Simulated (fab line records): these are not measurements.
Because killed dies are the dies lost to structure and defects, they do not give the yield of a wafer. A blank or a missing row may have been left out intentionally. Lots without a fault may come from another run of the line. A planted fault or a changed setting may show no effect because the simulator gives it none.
Comparing a struck lot with a sound one || flow nand harc || 14 steps out of a route of 1159
Sound: these wafers, L775.3, L775.4, L775.5. Wafers struck: L789.3, L789.4, L789.5. The cause is named last.
At each step with rows: each side's tool, then ch and its chambers, then its first start. Under that, the readings that differ: sound wafers || struck wafers || difference of the means || sigmas: that difference in standard deviations of wafers without a fault.
alike: readings with means less than 2 such deviations apart, plus words and numbers identical on both sides. not compared: withheld readings, readings lacking a value on some wafer, bounds such as >300 that could conceal the same value, and numbers that have no deviation in the record and whose values overlap.
A row with sigmas, a row that says differs or no value, or rows on one side alone: a step with any of these is where the two part. Numbers that have no deviation but don't overlap get no sigmas and don't part them. A reading missing from all wafers of one side parts the sides only when that side holds two or more wafers.

NHARC_A_ZERO_WELL_INSPECT_17:
  sound on defect inspect-01, day 9 04:14; struck on defect inspect-01, day 10 17:23
  alike: raw defect count
then, 3 steps without rows for these wafers: NHARC_A_SOURCE_PLATE_PRECLEAN_00 (cleans in HF-LAST, time 60 s); NHARC_A_SOURCE_PLATE_SRD_01; NHARC_A_SOURCE_PLATE_OXIDE_02 (material SiO2, target thk 10 nm, ox time 1362 s).
NHARC_A_SOURCE_PLATE_THK_MEAS_09: measures by ellipsometry.
  sound on film metro-02, day 9 10:32; struck on film metro-01, day 11 00:04
  alike: thk nm
then, 3 steps without rows for these wafers: NHARC_A_SOURCE_PLATE_PVD_04 (deposits WSi2, target thk 50 nm); NHARC_A_SOURCE_PLATE_CVD_03 (deposits poly-Si, target thk 200 nm, time 4000 s); NHARC_A_SOURCE_PLATE_ANNEAL_05 (time 1800 s).
NHARC_A_SOURCE_PLATE_THK_MEAS_06: measures by ellipsometry.
  sound on film metro-01, day 10 02:01; struck on film metro-01, day 11 10:04
  alike: thk nm
NHARC_A_SOURCE_PLATE_INSPECT_08:
  sound on defect inspect-02, day 10 02:05; struck on defect inspect-02, day 11 10:10
  alike: raw defect count
NHARC_A_ONON_D1_DEP_00: target thk 1000 nm.
  sound on pecvd onon-03 ch 0, day 10 02:37; struck on pecvd onon-03 ch 0, day 11 10:34
  alike: nh3 flow sccm
NHARC_A_ONON_D1_THK_MEAS_02: measures by ellipsometry.
  sound on film metro-02, day 10 03:02; struck on film metro-01, day 11 10:58
{"reading": "thk nm (nm)", "sound": "1008 1007 1006", "struck": "614 616 615", "difference": -392, "sigmas": -40}
after that, 1 step with no rows for these wafers: NHARC_A_ONON_D1_DEP_03 (target thk 1000 nm).
-- record jumps: 17 days between struck wafers' starts before vs after; left off in module A_ONON_D1, resumes in module END, first step shown is number 1159 of the route --
NHARC_END_SORT_01:
  only the struck wafers appear in the record here, on prober-01 ch 0 at day 28 03:35; the sound ones have no rows

== WHERE THEY PART ==
Earliest at NHARC_A_ONON_D1_THK_MEAS_02; latest, in this record, at NHARC_END_SORT_01.

WHY: what the simulator had put in
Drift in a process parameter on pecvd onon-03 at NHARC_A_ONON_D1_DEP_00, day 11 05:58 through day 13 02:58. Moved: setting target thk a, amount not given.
